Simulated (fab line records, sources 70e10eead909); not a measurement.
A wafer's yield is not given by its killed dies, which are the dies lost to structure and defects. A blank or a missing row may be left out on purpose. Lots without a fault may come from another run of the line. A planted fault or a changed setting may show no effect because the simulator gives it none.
Which tool is to blame?    flow nand harc    39 wafers from 13 lots sampled at 4 of the route's 1159 steps

WHAT THE GAUGES SHOWED, per wafer
NHARC_P_GATE_CD_MEAS_46: target cd 720 nm.
lot   measured      on         cd nm (nm)
L988  day 5 04:28   cd sem-03  720.9 719.8 722.4
L989  day 5 13:05   cd sem-03  719.4 718.2 717.9
L990  day 6 01:27   cd sem-03  719.1 719.5 718.2
L991  day 6 01:37   cd sem-03  718.6 720.8 720.6
L993  day 6 04:41   cd sem-02  721.9 722.2 720.9
L102  day 9 02:57   cd sem-03  721.0 721.8 721.5
L104  day 9 06:58   cd sem-02  721.0 720.3 719.9
L105  day 9 17:57   cd sem-01  717.2 719.5 720.6
L106  day 9 15:53   cd sem-03  720.9 719.2 719.7
L107  day 9 23:27   cd sem-01  721.4 719.1 720.4
L109  day 10 08:11  cd sem-01  719.7 721.4 718.8
L108  day 10 08:46  cd sem-02  721.0 722.5 717.5
L110  day 10 20:47  cd sem-02  719.1 719.0 720.8

NHARC_P_GATE_CD_MEAS_59: target cd 720 nm.
lot   measured      on         cd nm (nm)
L988  day 5 06:13   cd sem-02  718.5 719.6 717.4
L989  day 5 15:26   cd sem-01  721.2 720.6 720.3
L990  day 6 03:13   cd sem-03  722.1 722.0 721.6
L991  day 6 03:30   cd sem-01  720.7 722.2 720.8
L993  day 6 06:19   cd sem-03  679.8 681.0 680.6
L102  day 9 04:35   cd sem-01  724.2 721.2 720.2
L104  day 9 08:53   cd sem-02  721.1 721.1 721.1
L105  day 9 19:43   cd sem-01  722.3 721.8 722.0
L106  day 9 17:38   cd sem-01  721.8 721.4 721.4
L107  day 10 01:05  cd sem-02  721.0 721.0 718.1
L109  day 10 09:50  cd sem-03  721.1 720.9 718.6
L108  day 10 10:41  cd sem-03  723.0 722.3 720.6
L110  day 10 22:26  cd sem-01  720.7 720.2 720.9

WHICH TOOL RAN EACH LOT (tool, then ch and the chambers of the sampled wafers, then the start)
lot   NHARC_P_GATE_HM_DEP_102        NHARC_P_GATE_EXPOSE_56
L988  acl dep-02 ch 0, day 4 14:49   krf scanner-04 ch 0, day 5 06:04
L989  acl dep-01 ch 0, day 4 23:59   krf scanner-03 ch 0, day 5 15:17
L990  acl dep-03 ch 0, day 5 11:29   krf scanner-04 ch 0, day 6 03:04
L991  acl dep-02 ch 0, day 5 12:02   krf scanner-03 ch 0, day 6 03:21
L993  acl dep-03 ch 0, day 5 15:18   krf scanner-03 ch 0, day 6 06:10
L102  acl dep-01 ch 0, day 8 11:02   krf scanner-04 ch 0, day 9 04:26
L104  acl dep-02 ch 0, day 8 17:43   krf scanner-03 ch 0, day 9 08:44
L105  acl dep-01 ch 0, day 9 02:25   krf scanner-03 ch 0, day 9 19:34
L106  acl dep-02 ch 0, day 9 02:31   krf scanner-04 ch 0, day 9 17:28
L107  acl dep-02 ch 0, day 9 10:11   krf scanner-03 ch 0, day 10 00:56
L109  acl dep-03 ch 0, day 9 18:42   krf scanner-03 ch 0, day 10 09:40
L108  acl dep-02 ch 0, day 9 19:01   krf scanner-04 ch 0, day 10 10:32
L110  acl dep-01 ch 0, day 10 05:15  krf scanner-01 ch 0, day 10 22:16
- NHARC_P_GATE_HM_DEP_102: deposits aC, target thk 120 nm.
- NHARC_P_GATE_EXPOSE_56: exposes mask P PSD, target cd 720 nm.

WHAT THE TOOLS THEMSELVES READ (means of the sampled wafers that have a number; where no wafer has one, the mark that the record gives instead)
NHARC_P_GATE_HM_DEP_102.
lot   tool        throttle valve pct (%)
L988  acl dep-02  35.000
L989  acl dep-01  35.008
L990  acl dep-03  35.002
L991  acl dep-02  35.007
L993  acl dep-03  35.005
L102  acl dep-01  35.005
L104  acl dep-02  35.000
L105  acl dep-01  34.992
L106  acl dep-02  34.993
L107  acl dep-02  34.996
L109  acl dep-03  35.000
L108  acl dep-02  35.000
L110  acl dep-01  34.997

THE ANSWER, worked out from the rows above alone
Rule: the usual values come from the lots themselves. The widest of any qualifying gaps counts: lots, ordered by their means at a reading, are off when they make up no more than a third of the lots, leave a main group of 4 or more, and stand apart from it by 3 or more times the standard deviation of that group's means. The tables above print the reading to a certain number of digits; a main group whose means all agree to those digits is not used. A lot without any number at a reading at which 4 lots or more have one is off too. Any other lot the step has rows for is counted as sound. Order of review: gauges by route order, followed by the tools' own readings, for which a lot's mean as printed above is used. At the first step where some lot is off, the reading lying furthest off is the one used; lots without a number count as furthest.
Off: L993, at NHARC_P_GATE_CD_MEAS_59 (cd nm). For the main group the mean is 721.0 nm and the standard deviation 1.
A tool fits if, at a process step before that reading, it ran every lot that is off, and no sound lot after the first of them. Gauges at NHARC_P_GATE_CD_MEAS_59: tried the same way as those tools. No candidate that was tried fits.

WHAT WAS PUT IN BY THE SIMULATOR
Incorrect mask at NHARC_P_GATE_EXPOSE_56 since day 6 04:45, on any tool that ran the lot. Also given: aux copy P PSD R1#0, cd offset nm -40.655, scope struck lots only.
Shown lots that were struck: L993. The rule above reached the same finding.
